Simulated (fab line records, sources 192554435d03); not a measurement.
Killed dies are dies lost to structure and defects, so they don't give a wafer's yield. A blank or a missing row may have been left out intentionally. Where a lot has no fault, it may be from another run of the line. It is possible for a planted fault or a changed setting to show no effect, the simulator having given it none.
Chamber matching / flow n5 finfet / N5_BEOL_M10_DEP_56 on pecvd-04: 3 sister chambers
The step deposits SiCN from 3MS/NH3, target thk 15 nm, time 26.5 s. 16 wafers are shown with their chamber, then 8 later ones without.

## WAFERS PAIRED WITH THEIR CHAMBERS
wafer=L074.1; chamber=2; throttle valve pct (%)=9.7; showerhead vpp V (V)=814; showerhead plenum p Torr (Torr)=3.667
wafer=L074.3; chamber=0; throttle valve pct (%)=9.1; showerhead vpp V (V)=786; showerhead plenum p Torr (Torr)=3.653
wafer=L074.5; chamber=0; throttle valve pct (%)=9.1; showerhead vpp V (V)=783; showerhead plenum p Torr (Torr)=3.656
wafer=L080.2; chamber=2; throttle valve pct (%)=10.2; showerhead vpp V (V)=819; showerhead plenum p Torr (Torr)=3.648
wafer=L080.3; chamber=0; throttle valve pct (%)=8.9; showerhead vpp V (V)=783; showerhead plenum p Torr (Torr)=3.657
wafer=L080.6; chamber=0; throttle valve pct (%)=9.1; showerhead vpp V (V)=792; showerhead plenum p Torr (Torr)=3.651
wafer=L081.1; chamber=1; throttle valve pct (%)=9.3; showerhead vpp V (V)=831; showerhead plenum p Torr (Torr)=3.633
wafer=L081.4; chamber=0; throttle valve pct (%)=9.2; showerhead vpp V (V)=791; showerhead plenum p Torr (Torr)=3.661
wafer=L081.5; chamber=1; throttle valve pct (%)=9.3; showerhead vpp V (V)=852; showerhead plenum p Torr (Torr)=3.636
wafer=L086.2; chamber=0; throttle valve pct (%)=9.0; showerhead vpp V (V)=799; showerhead plenum p Torr (Torr)=3.648
wafer=L086.4; chamber=2; throttle valve pct (%)=10.2; showerhead vpp V (V)=816; showerhead plenum p Torr (Torr)=3.666
wafer=L086.5; chamber=2; throttle valve pct (%)=10.1; showerhead vpp V (V)=812; showerhead plenum p Torr (Torr)=3.663
wafer=L085.2; chamber=2; throttle valve pct (%)=9.8; showerhead vpp V (V)=809; showerhead plenum p Torr (Torr)=3.658
wafer=L085.3; chamber=0; throttle valve pct (%)=9.1; showerhead vpp V (V)=795; showerhead plenum p Torr (Torr)=3.650
wafer=L085.6; chamber=0; throttle valve pct (%)=9.0; showerhead vpp V (V)=775; showerhead plenum p Torr (Torr)=3.651
wafer=L088.4; chamber=0; throttle valve pct (%)=8.9; showerhead vpp V (V)=804; showerhead plenum p Torr (Torr)=3.645

SIGNATURES (means of the wafers above)
reading=throttle valve pct; chamber 0=9.044; chamber 1=9.300; chamber 2=10.000; scatter within a chamber=0.152
reading=showerhead vpp V; chamber 0=789.78; chamber 1=841.50; chamber 2=814.00; scatter within a chamber=8.43
reading=showerhead plenum p Torr; chamber 0=3.65244; chamber 1=3.63450; chamber 2=3.66040; scatter within a chamber=0.0058
Rule: distance of a wafer from a chamber = root of the sum over the readings of ((wafer's reading minus chamber's mean) / reading's scatter) squared. If the next closest chamber is less than 2 further off than the closest, the wafer can't be placed; otherwise it belongs to the closest. The scatter is the square root of a quotient: the sum, over the shown wafers, of each reading's squared deviation from its chamber's mean, divided by wafers minus chambers.

## WAFERS WITH NO CHAMBER GIVEN
wafer=L088.5; throttle valve pct (%)=9.2; showerhead vpp V (V)=830; showerhead plenum p Torr (Torr)=3.631
wafer=L088.6; throttle valve pct (%)=10.0; showerhead vpp V (V)=818; showerhead plenum p Torr (Torr)=3.650
wafer=L090.2; throttle valve pct (%)=9.3; showerhead vpp V (V)=831; showerhead plenum p Torr (Torr)=3.638
wafer=L090.3; throttle valve pct (%)=8.9; showerhead vpp V (V)=773; showerhead plenum p Torr (Torr)=3.649
wafer=L090.5; throttle valve pct (%)=8.9; showerhead vpp V (V)=787; showerhead plenum p Torr (Torr)=3.656
wafer=L092.2; throttle valve pct (%)=10.3; showerhead vpp V (V)=819; showerhead plenum p Torr (Torr)=3.658
wafer=L092.4; throttle valve pct (%)=9.2; showerhead vpp V (V)=818; showerhead plenum p Torr (Torr)=3.632
wafer=L092.5; throttle valve pct (%)=10.2; showerhead vpp V (V)=823; showerhead plenum p Torr (Torr)=3.654

## WHICH CHAMBER EACH ONE RAN IN
wafer=L088.5; from the rows above=1; in truth=1
wafer=L088.6; from the rows above=2; in truth=2
wafer=L090.2; from the rows above=1; in truth=1
wafer=L090.3; from the rows above=0; in truth=0
wafer=L090.5; from the rows above=0; in truth=0
wafer=L092.2; from the rows above=2; in truth=2
wafer=L092.4; from the rows above=1; in truth=1
wafer=L092.5; from the rows above=2; in truth=2
Placed correctly: 8 of 8. Can't be placed from these rows: 0. 0 placed wrongly.
